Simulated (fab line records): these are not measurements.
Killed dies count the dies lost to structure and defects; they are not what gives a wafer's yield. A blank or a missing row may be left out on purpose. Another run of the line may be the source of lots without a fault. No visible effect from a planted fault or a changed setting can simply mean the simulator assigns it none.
Lot-split experiment -- flow n5Finfet -- 21 wafers read from 7 lots, route of 1938 steps

== THE SPLIT ITSELF ==
At N5_BEOL_M12_SPUTTER_44 (material Ta, target thk 10 nm, time 16.13 s), the setting timeS was moved away from the recipe's 16.13 s on 9 of the 21 wafers read, by -7.1% to +11.7%. For the rest of the wafers, this setting stayed at what the recipe calls for.

The reading is taken at the split's own step.

== THE READING ==
Ta_of_BEOL_M12_SPUTTER_44.thkNm (the simulator's own value, which no gauge read), in nm, at N5_BEOL_M12_SPUTTER_44 (material Ta, target thk 10 nm, time 16.13 s). No usual value for it is given in the file. The 12 wafers here that ran the recipe average 9.9 nm, standard deviation 0.17 nm.

wafer,"tool, chamber at the split","timeS as run, s",against the recipe,"Ta_of_BEOL_M12_SPUTTER_44.thkNm, nm",against lot-mates on the recipe
L078.1,"pvdSputter-01, -",17.9,+11.0%,11,+1.3
L078.2,"pvdSputter-01, -",16.13,recipe,9.8,-
L078.6,"pvdSputter-01, -",16.13,recipe,9.6,-
L079.3,"pvdSputter-02, -",16.13,recipe,10,-
L079.4,"pvdSputter-02, -",16.13,recipe,9.8,-
L079.5,"pvdSputter-02, -",17,+5.4%,10.4,+0.5
L088.4,"pvdSputter-03, -",18.01,+11.7%,11.4,+1.4
L088.5,"pvdSputter-03, -",18.01,+11.7%,11.2,+1.2
L088.6,"pvdSputter-03, -",16.13,recipe,10,-
L087.3,"pvdSputter-03, -",16.13,recipe,10,-
L087.4,"pvdSputter-03, -",16.13,recipe,10,-
L087.6,"pvdSputter-03, -",16.13,recipe,10.2,-
L091.1,"pvdSputter-01, -",14.98,-7.1%,9.2,-0.6
L091.3,"pvdSputter-01, -",16.13,recipe,9.8,-
L091.4,"pvdSputter-01, -",14.98,-7.1%,9,-0.8
L093.1,"pvdSputter-01, -",17.3,+7.3%,10.6,+1.0
L093.4,"pvdSputter-01, -",17.3,+7.3%,10.6,+1.0
L093.3,"pvdSputter-01, -",16.13,recipe,9.6,-
L097.2,"pvdSputter-01, -",16.13,recipe,10,-
L097.4,"pvdSputter-01, -",16.13,recipe,10,-
L097.5,"pvdSputter-01, -",17.41,+7.9%,10.8,+0.8

THE FIT
A straight line over all 21 wafers: Ta_of_BEOL_M12_SPUTTER_44.thkNm changes by +0.111 nm for each +1% of timeS; r = +0.97; the points scatter about the line by 0.16 nm.
The same after taking each lot's own level away (the mean of its wafers on the recipe; 21 wafers): +0.111 nm for each +1%; r = +0.99; scatter 0.11 nm.
The reading moves by 1.3 nm for the largest change in timeS, on that fit.
The span of the lots' own levels, 9.60 to 10.07 nm, comes to 2.7 times the standard deviation stated above.
Consequently the slope shifts little with the lot-to-lot level, the two slopes agreeing.
Check: for one of the wafers moved furthest among these (+11.7%), held out of the fit, the line's prediction against its lot-mates is +1.3 nm. It came out at +1.4 nm against them.

== ADDITIONAL SPLITS CARRIED BY THESE WAFERS ==
Other splits were also applied to these wafers ahead of the reading. Each is held against what the fit with the lots' levels taken away leaves over:
other split on the same wafers,wafers away from the commonest value,r with Ta_of_BEOL_M12_SPUTTER_44.thkNm (lot level and that fit taken away)
N5_BEOL_M11_VIA_ETCH_34 timeS,7,-0.20

== THE FILE'S OWN FIT ==
Ta_of_BEOL_M12_SPUTTER_44.thkNm changes by +0.112 nm for each +1% of timeS, r = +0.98.
